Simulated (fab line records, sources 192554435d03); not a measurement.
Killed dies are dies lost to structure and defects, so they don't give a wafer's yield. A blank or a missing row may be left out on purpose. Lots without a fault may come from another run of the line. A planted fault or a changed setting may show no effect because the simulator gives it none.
Chamber matching | flow n5_finfet | N5_MIM_TOP_LITHO_DESCUM_10 on rie_diel-01: 4 sister chambers
The step chemistry O2, time 7.9 s. 4 wafers are shown with their chamber, then 7 later ones without.

WAFERS WITH THEIR CHAMBER
wafer  | chamber | drypump_motor_current_A (A)
L413.2 | 3       | 5.2
L413.6 | 1       | 6.6
L420.1 | 2       | 6.6
L420.3 | 0       | 5.5

WAFERS WITHOUT THEIR CHAMBER
wafer  | drypump_motor_current_A (A)
L420.6 | 6.6
L421.3 | 6.6
L421.5 | 6.6
L421.6 | 6.6
L426.2 | 6.6
L426.3 | 5.1
L426.5 | 6.6

WHICH CHAMBER EACH WENT THROUGH
wafer  | from the rows above     | in truth
L420.6 | can't be placed: 1 or 2 | 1
L421.3 | can't be placed: 1 or 2 | 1
L421.5 | can't be placed: 1 or 2 | 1
L421.6 | can't be placed: 1 or 2 | 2
L426.2 | can't be placed: 1 or 2 | 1
L426.3 | 3                       | 3
L426.5 | can't be placed: 1 or 2 | 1
Placed correctly: 1 of 7. Can't be placed from these rows: 6 (the true chamber is among the candidates in 6). Placed wrongly: 0.
How it was worked out, from the rows above alone: a wafer's distance from a chamber is the root of the sum, over the readings, of the square of ((its reading less the chamber's mean) divided by the reading's scatter). The wafer belongs to the nearest chamber; if the next one is less than 2 further off, it can't be placed. A chamber's mean is the mean of its shown wafers. The scatter: with one shown wafer a chamber, the root of the mean of the squares of how far each hidden wafer lies from its nearest shown one.
